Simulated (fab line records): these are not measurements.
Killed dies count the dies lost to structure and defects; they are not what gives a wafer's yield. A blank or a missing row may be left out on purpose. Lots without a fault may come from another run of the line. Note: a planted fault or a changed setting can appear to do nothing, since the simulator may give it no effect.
fab line records	flow n5_finfet
[record] lots = 8	wafers = 24	last_day = 20
route steps=1938 shown BEOL_M1@766 BEOL_M4@1111
lots that met no fault: taken from a fault-free run of the same line
start_h: hours from the record's opening day to when the first of the lot's shown wafers began	wait_h: hours from the lot's prior step to this one	" repeats the value in the row above	L1.1+2: a single row standing in for several wafers	- no value, or no start given	* or withheld: withheld	< > ~ a bound
route shown NAME@n: a module of which the file shows steps, and the number in the route of the first	usual: mean/standard deviation taken from wafers without a fault	same: alike in all rows	chamber/n: place in a boat	sites: each site's reading	_std_site: how widely they spread, as a standard deviation	_edge_site: the outer-site mean with the inner-site mean subtracted	radius_mm: how far each site lies from the wafer's centre	mask NAME#n: copy n	behind: the last tool/chamber to shape the wafer	hold: reason for holding the lot/hours on hold/outcome of the hold	device: whichever transistor did not switch (one of n, p or np)	end of line: tests run on the same wafers once the route is complete	a step without rows: its recipe alone	killed: at the first sort, the dies lost to defects and structure; wafer yield is something else	map: a wafer's dies, marking killed ones x, the rest . and places with no die _
set.NAME: the run value of the setting; set.NAME@STEP: its run value at that earlier step	model.NAME: the simulator's own value behind a step, which no gauge read
one table for each step of the route and one row for each wafer, over a sample of lots
services: from which hour (start_h, from the record's first day; less than 0 if before it) a tool's chamber was out of use, for how many hours, and why
[[steps]]
[step N5_BEOL_M1_INSPECT_13]
[recipe] mode = adi	inspect_instrument = brightfield
[usual] raw_defect_count = 394/92
lot.wafer	tool	chamber	start_h	wait_h	raw_defect_count
L511.1	defect_inspect-02	-	126.32	0.1	308
L511.3	"	-	"	"	332
L511.5	"	-	"	"	333
L515.1	defect_inspect-02	-	149.88	0.1	343
L515.4	"	-	"	"	395
L515.6	"	-	"	"	367
L517.1	defect_inspect-01	-	159.74	0.1	272
L517.3	"	-	"	"	258
L517.5	"	-	"	"	356
L520.3	defect_inspect-01	-	175.30	0.0	281
L520.4	"	-	"	"	253
L520.5	"	-	"	"	383
L526.2	defect_inspect-01	-	222.74	0.0	587
L526.3	"	-	"	"	505
L526.5	"	-	"	"	505
L530.3	defect_inspect-02	-	251.12	0.0	457
L530.4	"	-	"	"	455
L530.5	"	-	"	"	346
L532.4	defect_inspect-02	-	254.51	0.0	593
L532.5	"	-	"	"	401
L532.6	"	-	"	"	375
L533.2	defect_inspect-01	-	259.09	0.0	624
L533.3	"	-	"	"	411
L533.6	"	-	"	"	501
[step N5_BEOL_M1_DESCUM_16]
[recipe] chemistry = O2	time_s = 7	source_power_w = 50	bias_power_w = 20	pressure_mtorr = 20	rf_frequency_hz = 2.712e+07	temp_c = 40	resist = CAR-EUV	o2_flow_sccm = 225
[usual] drypump_motor_current_A = 5.6/0.49	oes_product_au = 0.81/0.1	rf_vpp_V = 243.2/1.3	showerhead_plenum_p_Torr = 2.10/0.077	throttle_valve_pct = 20.44/0.21
lot.wafer	tool	chamber	start_h	wait_h	drypump_motor_current_A	oes_product_au	rf_hours_counter_h	rf_vpp_V	showerhead_plenum_p_Torr	throttle_valve_pct
L511.1	rie_diel-02	3	126.50	0.2	5.8	0.80	76	242.8	2.03	20.73
L511.3	"	2	"	"	6.0	0.75	148	244.2	2.19	20.53
L511.5	"	0	"	"	5.6	0.98	-	241.7	2.07	20.34
L515.1	rie_diel-02	1	150.08	0.2	6.3	0.93	15	243.7	2.14	20.16
L515.4	"	3	"	"	5.8	0.80	82	242.8	2.03	20.72
L515.6	"	3	"	"	5.8	0.79	-	241.5	2.03	20.73
L517.1	rie_diel-03	1	160.67	0.9	6.0	0.72	214	242.5	2.16	20.50
L517.3	"	2	"	"	5.3	0.70	232	242.0	1.98	20.63
L517.5	"	1	"	"	6.1	0.72	-	244.2	2.16	20.50
L520.3	rie_diel-06	0	175.39	0.1	5.2	0.95	9	243.5	2.06	20.24
L520.4	"	3	"	"	5.4	0.70	202	242.3	2.06	20.62
L520.5	"	0	"	"	5.2	0.96	-	242.7	2.06	20.23
L526.2	rie_diel-06	2	222.80	0.1	6.5	0.73	171	242.5	2.01	20.29
L526.3	"	1	"	"	5.6	0.70	224	243.9	2.16	20.86
L526.5	"	3	"	"	5.4	0.70	-	241.8	2.06	20.65
L530.3	rie_diel-06	1	251.19	0.1	5.6	0.69	230	244.9	2.16	20.88
L530.4	"	0	"	"	5.2	0.91	29	240.7	2.05	20.28
L530.5	"	3	"	"	5.4	0.69	-	242.5	2.06	20.65
L532.4	rie_diel-03	2	254.54	0.0	5.3	0.96	5	246.0	2.24	20.37
L532.5	"	0	"	"	4.7	0.80	-	243.5	2.04	20.24
L532.6	"	1	"	"	6.1	0.70	-	244.7	2.15	20.55
L533.2	rie_diel-03	2	259.93	0.8	5.3	0.96	8	245.5	2.24	20.36
L533.3	"	3	"	"	5.5	0.87	41	244.6	2.23	20.29
L533.6	"	3	"	"	5.5	0.88	-	245.9	2.23	20.28
[step N5_BEOL_M1_ETCH_77]
[recipe] chemistry = N2/H2	target = underlayer	target_depth_a = 65	mask_material = CAR-EUV	time_s = 5.2	ion_energy_ev = 200	pressure_mtorr = 30	source_w = 840	bias_w = 150	n2_flow_sccm = 200	h2_flow_sccm = 200	ends = cleared
[usual] drypump_motor_current_A = 5.7/0.43	etch_rf_on_time_s = 5.18/0.084	n2_flow_sccm = 200.1/0.56	oes_product_au = 0.69/0.079	rf_fwd_power_W = 819.4/2.5	rf_vpp_V = 523.8/2.9	showerhead_plenum_p_Torr = 2.54/0.09	throttle_valve_pct = 17.86/0.25
lot.wafer	tool	chamber	start_h	wait_h	drypump_motor_current_A	etch_rf_on_time_s	n2_flow_sccm	oes_product_au	rf_fwd_power_W	rf_hours_counter_h	rf_vpp_V	showerhead_plenum_p_Torr	throttle_valve_pct
L511.1	rie_diel-02	2	127.55	0.0	6.0	5.10	199.4	0.66	816.9	148	524.5	2.64	17.79
L511.3	"	1	"	"	6.3	5.18	199.4	0.79	819.9	9	525.6	2.60	17.63
L511.5	"	2	"	"	6.1	5.14	199.0	0.64	814.1	-	525.6	2.64	17.83
L515.1	rie_diel-03	2	150.99	0.0	5.4	5.29	200.2	0.60	818.7	229	517.9	2.40	18.06
L515.4	"	0	"	"	4.8	5.26	199.8	0.73	819.0	33	521.6	2.49	17.54
L515.6	"	0	"	"	4.8	5.29	200.1	0.72	819.9	-	522.2	2.49	17.55
L517.1	rie_diel-03	2	161.64	0.0	5.3	5.28	199.6	0.60	816.7	232	520.0	2.40	18.06
L517.3	"	1	"	"	6.1	5.09	199.7	0.62	818.3	214	524.4	2.62	18.09
L517.5	"	2	"	"	5.3	5.34	200.4	0.59	816.4	-	522.2	2.40	18.05
L520.3	rie_diel-03	0	176.46	0.0	4.8	5.33	200.2	0.71	817.8	40	521.5	2.49	17.55
L520.4	"	3	"	"	5.5	5.31	200.1	0.78	817.6	12	527.5	2.72	17.61
L520.5	"	1	"	"	6.0	5.17	198.6	0.62	820.7	-	526.0	2.62	18.10
L526.2	rie_diel-03	0	223.83	0.0	4.7	4.37	200.4	0.77	1021.7	53	485.3	2.48	17.59
L526.3	"	1	"	"	6.0	5.06	200.7	0.61	818.8	231	527.6	2.61	18.09
L526.5	"	2	"	"	5.3	5.37	199.1	0.59	817.6	-	520.0	2.40	18.07
L530.3	rie_diel-02	0	252.38	0.0	5.6	5.18	200.5	0.75	818.8	44	522.4	2.48	17.69
L530.4	"	0	"	"	5.6	5.20	199.8	0.75	818.6	-	523.6	2.48	17.67
L530.5	"	2	"	"	6.0	5.20	199.3	0.62	819.7	-	527.3	2.62	17.90
L532.4	rie_diel-02	3	256.86	0.0	5.8	5.09	200.0	0.66	823.6	-	520.7	2.46	18.20
L532.5	"	0	"	"	5.6	5.14	199.3	0.76	819.7	-	522.7	2.48	17.67
L532.6	"	2	"	"	6.0	5.16	199.9	0.61	816.3	-	526.5	2.62	17.89
L533.2	rie_diel-02	1	261.00	0.0	6.3	5.28	200.1	0.75	815.8	35	526.7	2.59	17.68
L533.3	"	2	"	"	6.0	5.22	199.5	0.61	819.8	191	525.8	2.62	17.90
L533.6	"	1	"	"	6.3	5.27	199.5	0.74	815.5	-	524.8	2.59	17.67
[step N5_BEOL_M1_VIA_ETCH_34]
[recipe] chemistry = C4F6/O2	target_depth_a = 678	mask_material = SOC	pressure_mtorr = 15	ion_energy_ev = 250	taper_deg = 4	time_s = 64.4	source_w = 350	bias_w = 170	Ar_flow_sccm = 300	C4F6_flow_sccm = 10	O2_flow_sccm = 10
[usual] drypump_motor_current_A = 5.7/0.45	oes_product_au = 0.81/0.096	rf_fwd_power_W = 346.8/1.4	rf_vpp_V = 664/6.2	showerhead_plenum_p_Torr = 2.85/0.096	throttle_valve_pct = 30.80/0.18
lot.wafer	tool	chamber	start_h	wait_h	drypump_motor_current_A	oes_product_au	rf_fwd_power_W	rf_hours_counter_h	rf_vpp_V	showerhead_plenum_p_Torr	throttle_valve_pct
L511.1	rie_diel-02	1	132.49	0.0	6.3	0.93	349.2	11	664	2.92	30.75
L511.3	"	3	"	"	5.8	0.81	346.9	77	657	2.76	31.09
L511.5	"	3	"	"	5.8	0.81	346.4	-	658	2.76	31.08
L515.1	rie_diel-03	2	152.68	0.0	5.3	0.71	347.3	230	661	2.69	30.77
L515.4	"	0	"	"	4.8	0.86	347.9	34	664	2.80	30.60
L515.6	"	2	"	"	5.3	0.70	347.6	-	662	2.69	30.77
L517.1	rie_diel-06	2	175.88	0.0	6.4	0.75	345.5	160	659	2.73	30.53
L517.3	"	3	"	"	5.5	0.69	347.5	203	663	2.83	31.13
L517.5	"	0	"	"	5.2	0.94	345.1	-	659	2.81	30.75
L520.3	rie_diel-02	0	184.17	0.0	5.6	0.93	348.3	19	658	2.80	30.75
L520.4	"	1	"	"	6.3	0.90	345.8	-	661	2.91	30.78
L520.5	"	2	"	"	6.0	0.74	348.3	-	667	2.96	30.80
L526.2	rie_diel-03	0	231.95	0.0	4.7	0.82	347.8	55	664	2.79	30.62
L526.3	"	1	"	"	6.1	0.71	346.8	233	672	2.92	30.83
L526.5	"	3	"	"	5.5	0.89	342.7	-	672	3.00	30.52
L530.3	rie_diel-02	1	270.41	0.0	6.3	0.88	347.7	37	661	2.90	30.79
L530.4	"	0	"	"	5.7	0.87	347.8	49	656	2.78	30.78
L530.5	"	3	"	"	5.8	0.76	345.4	-	656	2.74	31.12
L532.4	rie_diel-02	0	278.06	0.0	5.7	0.87	346.2	52	655	2.78	30.77
L532.5	"	3	"	"	5.8	0.75	345.5	-	656	2.74	31.12
L532.6	"	2	"	"	6.0	0.72	347.5	-	667	2.94	30.82
L533.2	rie_diel-02	2	278.54	0.0	6.0	0.71	348.1	195	665	2.94	30.82
L533.3	"	1	"	"	6.4	0.86	347.0	40	662	2.90	30.78
L533.6	"	0	"	"	5.6	0.86	348.3	-	657	2.78	30.77
[step N5_BEOL_M4_RC_MEAS_101]
[usual] DIBL_N = 36.6/1.3	DIBL_P = 36.4/1.4	IOFF_N = 0.167/0.023	IOFF_P = 0.219/0.029	ION_N = 678/8.7	ION_P = 464/6.4	SS_N = 71.5/0.53	SS_P = 73.4/0.57	VT_N = 248.5/2.8	VT_P = -249/3.1
lot.wafer	tool	chamber	start_h	wait_h	DIBL_N[mV/V]	DIBL_P[mV/V]	IOFF_N[nA/um]	IOFF_P[nA/um]	ION_N[uA/um]	ION_P[uA/um]	SS_N[mV/dec]	SS_P[mV/dec]	VT_N[mV]	VT_P[mV]
L511.1	prober-01	0	185.19	0.0	37.4	37.4	0.195	0.237	697	467	72.2	73.3	243.2	-248
L511.3	"	0	"	"	37.8	37.4	0.193	0.224	690	465	70.9	72.9	245.4	-249
L511.5	"	0	"	"	36.8	36.8	0.171	0.216	683	465	71.2	73.5	248.1	-250
L515.1	prober-02	0	202.92	0.0	37.2	36.1	0.166	0.233	688	471	71.8	73.2	247.2	-245
L515.4	"	0	"	"	37.2	35.8	0.158	0.233	691	470	71.2	73.9	246.0	-245
L515.6	"	0	"	"	39.4	38.8	0.219	0.279	702	477	71.9	74.0	242.7	-246
L517.1	prober-02	0	226.52	0.0	39.2	38.2	0.191	0.240	684	465	72.3	73.7	248.0	-246
L517.3	"	0	"	"	37.6	36.8	0.175	0.219	681	464	72.0	72.9	247.0	-248
L517.5	"	0	"	"	38.4	37.3	0.176	0.224	684	466	72.6	73.1	248.2	-246
L526.2	prober-02	0	296.83	0.2	37.3	36.1	0.187	0.241	675	464	72.4	73.5	248.6	-245
L526.3	"	0	"	"	38.8	38.8	0.219	0.290	681	468	72.3	75.0	245.4	-244
L526.5	"	0	"	"	37.2	35.9	0.182	0.238	669	459	72.7	73.2	246.7	-246
L520.3	prober-01	0	300.31	0.3	35.0	35.7	0.166	0.218	672	460	71.2	72.8	247.8	-251
L520.4	"	0	"	"	37.5	38.7	0.216	0.273	671	466	71.8	73.4	248.1	-248
L520.5	"	0	"	"	36.5	37.6	0.195	0.262	671	469	71.5	74.1	247.5	-249
L530.3	prober-01	0	330.29	0.3	36.4	36.8	0.165	0.212	667	458	71.5	73.0	246.2	-250
L530.4	"	0	"	"	37.5	38.0	0.173	0.237	670	463	71.5	73.5	247.3	-248
L530.5	"	0	"	"	37.3	37.8	0.172	0.228	668	461	71.3	73.2	247.1	-251
L532.4	prober-01	0	351.61	0.5	37.1	39.1	0.171	0.247	674	463	72.1	73.3	249.8	-248
L532.5	"	0	"	"	37.7	38.4	0.176	0.233	675	465	72.4	73.7	250.0	-248
L532.6	"	0	"	"	36.9	38.3	0.168	0.222	678	466	71.7	73.8	252.3	-251
L533.2	prober-01	0	358.47	0.2	38.3	39.0	0.231	0.281	704	477	71.8	74.7	242.5	-245
L533.3	"	0	"	"	37.2	36.4	0.193	0.235	689	468	71.3	74.4	245.3	-249
L533.6	"	0	"	"	37.2	36.5	0.188	0.234	690	468	71.6	73.3	245.2	-250
[[services]]
tool	chamber	start_h	hours	kind
rie_diel-03	3	108.35	-	clean
rie_diel-03	3	108.35	-	consumable_replace:focus_ring
rie_diel-03	3	108.35	-	consumable_replace:showerhead
rie_diel-03	3	108.35	18.4	scheduled_down
rie_diel-03	3	108.35	18.4	vent_cycle
rie_diel-06	0	120.08	-	clean
rie_diel-06	0	120.08	-	consumable_replace:focus_ring
rie_diel-06	0	120.08	16.2	scheduled_down
rie_diel-06	0	120.08	16.2	vent_cycle
rie_diel-06	2	125.76	11.1	repair
rie_diel-03	1	145.19	1.6	repair
rie_diel-06	-	158.33	2.8	pm
rie_diel-06	2	163.27	9.2	repair
rie_diel-03	-	177.21	0.8	repair
rie_diel-02	2	214.00	6.4	repair
rie_diel-02	1	219.30	40.8	repair
rie_diel-03	2	225.34	-	clean
rie_diel-03	2	225.34	-	consumable_replace:focus_ring
rie_diel-03	2	225.34	-	consumable_replace:showerhead
rie_diel-03	2	225.34	18.0	scheduled_down
rie_diel-03	2	225.34	18.0	vent_cycle
rie_diel-06	3	252.54	2.8	repair
rie_diel-03	1	260.48	6.6	repair
[[key]]
[first_sign] step = N5_BEOL_M1_ETCH_77	reading = rf_fwd_power_W	direction = up	sigmas = 82	usual = *	struck = *
[effect] step = N5_BEOL_M1_ETCH_77	reading = rf_vpp_V	direction = down	sigmas = 13	usual = 523.8	struck = 485.3
met_at N5_BEOL_M1_ETCH_77
struck_lots L526
struck_wafers L526.2
not_acting_at N5_BEOL_M1_INSPECT_13,N5_BEOL_M1_DESCUM_16,N5_BEOL_M1_VIA_ETCH_34
onset_between 176.46 223.83
[fault] kind = process_parameter_drift	tool = rie_diel-03	chamber = 0	onset_h = 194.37	steps = N5_BEOL_M1_ETCH_77	channel = source_w	offset = 201.6	shape = step	end_h = 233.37	acts_in = these_recipes_only	stated = 840
